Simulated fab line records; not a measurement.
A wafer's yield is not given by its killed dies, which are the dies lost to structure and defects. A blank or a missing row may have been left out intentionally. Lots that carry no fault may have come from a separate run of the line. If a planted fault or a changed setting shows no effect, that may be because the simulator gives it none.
Chamber matching || flow nand_harc || NHARC_A_M1_ETCH_35 on rie_diel-13 has 4 sister chambers
The step etches the open film in N2/H2, target depth 40 nm, overetch 12 nm, time 43.94 s. 8 wafers are shown with their chamber, then 12 later ones without.

== WAFERS, EACH WITH ITS CHAMBER ==
{"wafer": "L087.5", "chamber": 3, "rf_vpp_V (V)": 430.6, "oes_product_au (a.u.)": 0.969}
{"wafer": "L087.6", "chamber": 0, "rf_vpp_V (V)": 431.8, "oes_product_au (a.u.)": 0.988}
{"wafer": "L090.1", "chamber": 2, "rf_vpp_V (V)": 434.3, "oes_product_au (a.u.)": 0.993}
{"wafer": "L090.2", "chamber": 1, "rf_vpp_V (V)": 427.6, "oes_product_au (a.u.)": 0.982}
{"wafer": "L090.5", "chamber": 2, "rf_vpp_V (V)": 433.3, "oes_product_au (a.u.)": 1.009}
{"wafer": "L089.1", "chamber": 0, "rf_vpp_V (V)": 432.6, "oes_product_au (a.u.)": 0.984}
{"wafer": "L089.4", "chamber": 3, "rf_vpp_V (V)": 431.9, "oes_product_au (a.u.)": 0.976}
{"wafer": "L089.5", "chamber": 1, "rf_vpp_V (V)": 427.7, "oes_product_au (a.u.)": 0.992}

== WAFERS WHOSE CHAMBER IS MISSING ==
{"wafer": "L091.3", "rf_vpp_V (V)": 433.4, "oes_product_au (a.u.)": 0.988}
{"wafer": "L091.4", "rf_vpp_V (V)": 435.0, "oes_product_au (a.u.)": 1.000}
{"wafer": "L091.5", "rf_vpp_V (V)": 434.8, "oes_product_au (a.u.)": 0.999}
{"wafer": "L094.2", "rf_vpp_V (V)": 435.3, "oes_product_au (a.u.)": 1.003}
{"wafer": "L094.3", "rf_vpp_V (V)": 432.3, "oes_product_au (a.u.)": 0.998}
{"wafer": "L094.4", "rf_vpp_V (V)": 429.5, "oes_product_au (a.u.)": 0.992}
{"wafer": "L096.3", "rf_vpp_V (V)": 428.0, "oes_product_au (a.u.)": 0.977}
{"wafer": "L096.4", "rf_vpp_V (V)": 434.6, "oes_product_au (a.u.)": 0.982}
{"wafer": "L096.5", "rf_vpp_V (V)": 434.4, "oes_product_au (a.u.)": 0.985}
{"wafer": "L095.3", "rf_vpp_V (V)": 432.4, "oes_product_au (a.u.)": 0.992}
{"wafer": "L095.4", "rf_vpp_V (V)": 430.7, "oes_product_au (a.u.)": 0.988}
{"wafer": "L095.6", "rf_vpp_V (V)": 428.4, "oes_product_au (a.u.)": 0.992}

== THE CHAMBER EACH PASSED THROUGH ==
{"wafer": "L091.3", "from the rows above": "can't be placed: 0 or 2", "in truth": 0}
{"wafer": "L091.4", "from the rows above": 2, "in truth": 2}
{"wafer": "L091.5", "from the rows above": 2, "in truth": 2}
{"wafer": "L094.2", "from the rows above": 2, "in truth": 2}
{"wafer": "L094.3", "from the rows above": "can't be placed: 0 or 2", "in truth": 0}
{"wafer": "L094.4", "from the rows above": "can't be placed: 1 or 3 or 0", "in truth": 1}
{"wafer": "L096.3", "from the rows above": 1, "in truth": 1}
{"wafer": "L096.4", "from the rows above": "can't be placed: 2 or 0", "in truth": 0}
{"wafer": "L096.5", "from the rows above": "can't be placed: 2 or 0", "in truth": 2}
{"wafer": "L095.3", "from the rows above": "can't be placed: 0 or 2", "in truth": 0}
{"wafer": "L095.4", "from the rows above": "can't be placed: 3 or 0", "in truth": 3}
{"wafer": "L095.6", "from the rows above": 1, "in truth": 1}
Correctly placed: 5 of 12. From these rows, 7 cannot be placed; in 7 the true chamber is one of the candidates. Number placed wrongly: 0.
How it was worked out, from the rows above alone: a wafer's distance from a chamber is the root of the sum, over the readings, of the square of ((its reading less the chamber's mean) divided by the reading's scatter). If the next closest chamber is less than 2 further off than the closest, the wafer can't be placed; otherwise it belongs to the closest. For every chamber, the mean is computed from those of its wafers that are shown. How the scatter is found: for the shown wafers, subtract from each reading the mean of its chamber, square and add these, divide the total by (wafers less chambers), then take the root.
